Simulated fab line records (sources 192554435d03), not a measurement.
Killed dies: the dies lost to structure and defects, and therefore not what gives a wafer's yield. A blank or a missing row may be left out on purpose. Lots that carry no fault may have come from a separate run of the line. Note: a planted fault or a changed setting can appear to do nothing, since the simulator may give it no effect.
Matching of chambers | flow n5_finfet | 4 sister chambers for N5_BEOL_M8_CMP_52 on cmp-04
The step polishes, stops on SiCOH lowk, t overpolish 6.9 s, target thk 80 nm. 15 wafers are shown with their chamber, then 7 later ones without.

== EACH WAFER AND ITS CHAMBER ==
wafer  | chamber | motor_current_A (A) | time_to_endpoint_s (s)
L920.2 | 0       | 6.1                 | 61.4
L920.3 | 1       | 5.7                 | 60.7
L920.6 | 2       | 6.2                 | 61.8
L921.2 | 2       | 6.2                 | 61.1
L921.5 | 1       | 5.7                 | 63.3
L921.6 | 2       | 6.2                 | 58.5
L923.2 | 3       | 6.1                 | 65.3
L923.5 | 2       | 6.1                 | 63.8
L923.6 | 1       | 6.0                 | 61.9
L929.5 | 3       | 6.0                 | 61.0
L929.6 | 2       | 6.0                 | 61.3
L931.5 | 2       | 5.9                 | 58.4
L932.5 | 0       | 6.1                 | 58.3
L935.1 | 2       | 6.0                 | 56.8
L935.2 | 1       | 5.5                 | 56.4

SIGNATURES (means of the wafers above)
reading            | chamber 0 | chamber 1 | chamber 2 | chamber 3 | scatter within a chamber
motor_current_A    | 6.100     | 5.725     | 6.086     | 6.050     | 0.142
time_to_endpoint_s | 59.850    | 60.575    | 60.243    | 63.150    | 2.63
Rule: a wafer lies at a distance from a chamber equal to the root of the sum of squares, over the readings, of (its reading less the chamber's mean, divided by the reading's scatter). If the next closest chamber is less than 2 further off than the closest, the wafer can't be placed; otherwise it belongs to the closest. The scatter: the root of (the sum of the squares of (reading less its chamber's mean) over the shown wafers, divided by (wafers less chambers)).

== WAFERS WITHOUT THEIR CHAMBER ==
wafer  | motor_current_A (A) | time_to_endpoint_s (s)
L935.4 | 6.6                 | 57.2
L936.3 | 6.3                 | 61.6
L936.4 | 6.1                 | 63.3
L936.6 | 5.7                 | 66.1
L941.1 | 5.4                 | 61.9
L941.3 | 6.2                 | 59.5
L941.4 | 6.0                 | 62.0

== WHICH CHAMBER EACH ONE RAN IN ==
wafer  | from the rows above               | in truth
L935.4 | can't be placed: 0 or 2 or 3      | 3
L936.3 | can't be placed: 0 or 2 or 3      | 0
L936.4 | can't be placed: 3 or 2 or 0      | 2
L936.6 | can't be placed: 1 or 3 or 2 or 0 | 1
L941.1 | 1                                 | 1
L941.3 | can't be placed: 0 or 2 or 3      | 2
L941.4 | can't be placed: 3 or 2 or 0 or 1 | 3
Placed correctly: 1 of 7. Unplaceable from these rows: 6, with the true chamber sitting among the candidates in 6. Placed wrongly: 0.
